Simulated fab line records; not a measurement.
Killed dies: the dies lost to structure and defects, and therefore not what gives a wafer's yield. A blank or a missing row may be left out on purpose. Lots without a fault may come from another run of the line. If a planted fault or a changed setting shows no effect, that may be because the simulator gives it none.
Chamber matching -- flow n5Finfet -- rieDiel-06 running N5_BEOL_M10_DESCUM_33: 4 sister chambers
The step chemistry O2, time 7.9 s. 16 wafers are shown with their chamber, then 8 later ones without.

EACH WAFER AND ITS CHAMBER
wafer,chamber,drypumpMotorCurrentA (A),showerheadPlenumPTorr (Torr),oesProductAu (a.u.)
L079.3,2,5.1,2.17,0.71
L079.5,1,5.7,2.11,0.79
L079.6,2,5.1,2.17,0.71
L084.1,1,5.7,2.11,0.79
L084.2,0,5.9,2.06,0.70
L084.4,3,5.9,2.09,0.72
L086.1,3,5.9,2.09,0.72
L086.4,0,6.0,2.06,0.70
L086.6,3,5.9,2.09,0.71
L087.2,2,5.1,2.16,0.70
L087.3,0,6.0,2.06,0.70
L087.5,1,5.7,2.10,0.79
L090.1,3,5.9,2.08,0.71
L090.4,1,5.7,2.10,0.77
L090.5,3,5.9,2.08,0.71
L093.1,3,5.9,2.08,0.71

SIGNATURES (averages over the wafers above)
reading,chamber 0,chamber 1,chamber 2,chamber 3,scatter within a chamber
drypumpMotorCurrentA,5.967,5.700,5.100,5.900,0.0236
showerheadPlenumPTorr,2.0600,2.1050,2.1667,2.0850,0.00514
oesProductAu,0.7000,0.7850,0.7067,0.7133,0.00645
Rule: for each reading, subtract the chamber's mean from the wafer's reading, divide by that reading's scatter and square the result; add these up over the readings and take the root, which gives the wafer's distance from the chamber. If the next closest chamber is less than 2 further off than the closest, the wafer can't be placed; otherwise it belongs to the closest. The scatter is the square root of a quotient: the sum, over the shown wafers, of each reading's squared deviation from its chamber's mean, divided by wafers minus chambers.

WAFERS WITH NO CHAMBER GIVEN
wafer,drypumpMotorCurrentA (A),showerheadPlenumPTorr (Torr),oesProductAu (a.u.)
L093.3,5.8,2.10,0.77
L093.5,5.7,2.10,0.78
L091.1,5.9,2.08,0.70
L091.4,5.9,2.08,0.70
L091.6,5.0,2.16,0.69
L094.1,5.8,2.07,0.69
L094.4,5.7,2.09,0.75
L094.5,5.9,2.07,0.69

THE CHAMBER EACH PASSED THROUGH
wafer,from the rows above,in truth
L093.3,1,1
L093.5,1,1
L091.1,3,3
L091.4,3,3
L091.6,2,2
L094.1,can't be placed: 3 or 0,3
L094.4,1,1
L094.5,can't be placed: 0 or 3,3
Placed correctly: 6 of 8. From these rows, 2 cannot be placed; in 2 the true chamber is one of the candidates. Number placed wrongly: 0.
